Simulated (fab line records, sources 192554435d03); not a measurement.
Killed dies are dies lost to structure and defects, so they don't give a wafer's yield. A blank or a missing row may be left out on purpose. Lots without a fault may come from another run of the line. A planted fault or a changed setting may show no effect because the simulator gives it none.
One fault seen from 3 desks | flow n5_finfet | each desk has only its own numbers; what lay behind them comes last

THE DEFECT DESK
What the inspections along the route counted, lot by lot: means of the sampled wafers that have a number. A lot is out of limits, marked OUT, if its mean lies more than 4 standard deviations from the usual mean; the brackets give that distance.
Columns: A = raw_defect_count at N5_BEOL_M0_SAQP_INSPECT_42, usual 299
lot  | first seen here | A
L819 | day 6 13:29     | 241
L820 | day 6 22:29     | 275
L825 | day 8 04:07     | 298
L827 | day 8 18:21     | 281
L828 | day 9 05:16     | 368
L829 | day 9 06:12     | 214
L830 | day 9 13:20     | 366
L836 | day 10 22:31    | 316
L839 | day 11 10:13    | 257
L838 | day 11 12:30    | 356
This desk's finding: nothing out of limits on any of the 10 lots.

THE TOOL OWNER'S DESK: ald_sin-01
The tool's own readings at N5_BEOL_M0_SAQP_ALD_48 (deposits SiO2, target thk 20 nm, pulse time 1 s, co reactant pulse time 1 s): means of the sampled wafers that have a number, for each lot that ran on this tool. A lot is out of limits, marked OUT, if its mean lies more than 4 standard deviations from the usual mean; the brackets give that distance.
Columns: A = heater_power_w at N5_BEOL_M0_SAQP_ALD_48, usual 76 W; B = precursor_pulse_height_rel at N5_BEOL_M0_SAQP_ALD_48, usual 1.000
lot  | first seen here | A  | B
L819 | day 6 13:49     | 76 | 0.986
L820 | day 6 23:17     | 75 | 0.999
L827 | day 8 18:59     | 77 | 1.011
L828 | day 9 05:35     | 78 | 0.972
L830 | day 9 14:35     | 76 | 1.042
This desk's finding: nothing out of limits on any of the 5 lots.

THE METROLOGY DESK
What the gauges read, lot by lot, whatever tool the lot ran on: means of the sampled wafers that have a number. A lot is out of limits, marked OUT, if its mean lies more than 4 standard deviations from the usual mean; the brackets give that distance. Of its 10 readings 7 are shown: those that lie furthest out on some lot.
Columns: A = DIBL_N at N5_BEOL_M4_RC_MEAS_101, usual 35.4 mV/V; B = DIBL_P at N5_BEOL_M4_RC_MEAS_101, usual 34.8 mV/V; C = ION_N at N5_BEOL_M4_RC_MEAS_101, usual 677 uA/um; D = ION_P at N5_BEOL_M4_RC_MEAS_101, usual 462 uA/um; E = SS_P at N5_BEOL_M4_RC_MEAS_101, usual 72.9 mV/dec; F = VT_N at N5_BEOL_M4_RC_MEAS_101, usual 250 mV; G = VT_P at N5_BEOL_M4_RC_MEAS_101, usual -251 mV
lot  | first seen here | A    | B    | C   | D   | E    | F   | G
L819 | day 9 06:27     | 33.7 | 34.0 | 680 | 463 | 72.1 | 251 | -255
L820 | day 9 08:56     | 36.4 | 34.9 | 680 | 461 | 73.5 | 248 | -249
L825 | day 10 14:34    | 36.0 | 36.4 | 674 | 458 | 73.1 | 251 | -253
L827 | day 11 11:31    | 35.5 | 35.7 | 680 | 464 | 72.8 | 249 | -250
L829 | day 11 12:50    | 34.6 | 34.0 | 679 | 466 | 72.9 | 250 | -249
L830 | day 11 15:50    | 32.6 | 30.5 | 644 | 448 | 71.7 | 257 | -254
L828 | day 11 18:20    | 33.9 | 34.1 | 694 | 480 | 72.2 | 246 | -249
L836 | day 13 15:20    | 37.0 | 35.7 | 678 | 454 | 73.5 | 251 | -256
L839 | day 14 14:02    | 36.7 | 38.0 | 700 | 473 | 73.5 | 245 | -249
L838 | day 14 15:19    | 34.5 | 34.5 | 679 | 471 | 72.6 | 252 | -245
This desk's finding: nothing out of limits on any of the 10 lots.

PUT TOGETHER
The defect desk saw nothing out of limits.
The tool owner's desk saw nothing out of limits.
The metrology desk saw nothing out of limits.

WHAT THE SIMULATOR HAD PUT IN
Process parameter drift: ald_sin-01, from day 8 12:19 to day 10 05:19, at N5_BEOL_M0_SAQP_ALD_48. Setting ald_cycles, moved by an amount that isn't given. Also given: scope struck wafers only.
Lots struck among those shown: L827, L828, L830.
